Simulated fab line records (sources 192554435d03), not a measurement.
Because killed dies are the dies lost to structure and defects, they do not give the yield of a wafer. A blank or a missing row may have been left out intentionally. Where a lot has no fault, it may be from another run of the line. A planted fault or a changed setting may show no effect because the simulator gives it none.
Chamber matching | flow n5-finfet | N5_BEOL_M6_PECVD_70 on pecvd-02 has 3 sister chambers
The step deposits SiO2 from TEOS/O2, target thk 20 nm, time 22.7 s. 3 wafers are shown with their chamber, then 7 later ones without.

## WAFERS WITH THEIR CHAMBER
wafer  | chamber | throttle-valve-pct (%)
L090.2 | 0       | 21.4
L093.3 | 2       | 23.8
L093.5 | 1       | 24.0

## WAFERS WITHOUT THEIR CHAMBER
wafer  | throttle-valve-pct (%)
L093.6 | 21.6
L094.2 | 23.9
L094.3 | 24.3
L094.5 | 24.1
L095.1 | 23.6
L095.4 | 24.0
L095.6 | 21.3

## WHICH CHAMBER EACH ONE RAN IN
wafer  | from the rows above     | in truth
L093.6 | 0                       | 0
L094.2 | can't be placed: 2 or 1 | 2
L094.3 | can't be placed: 1 or 2 | 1
L094.5 | can't be placed: 1 or 2 | 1
L095.1 | can't be placed: 2 or 1 | 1
L095.4 | can't be placed: 1 or 2 | 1
L095.6 | 0                       | 0
Placed correctly: 2 of 7. From these rows, 5 cannot be placed; in 5 the true chamber is one of the candidates. Number placed wrongly: 0.
How it was worked out, from the rows above alone: a wafer's distance from a chamber is the root of the sum, over the readings, of the square of ((its reading less the chamber's mean) divided by the reading's scatter). If the next closest chamber is less than 2 further off than the closest, the wafer can't be placed; otherwise it belongs to the closest. For every chamber, the mean is computed from those of its wafers that are shown. The scatter: root of mean squared gap, hidden wafer to nearest shown wafer, with one shown wafer a chamber.
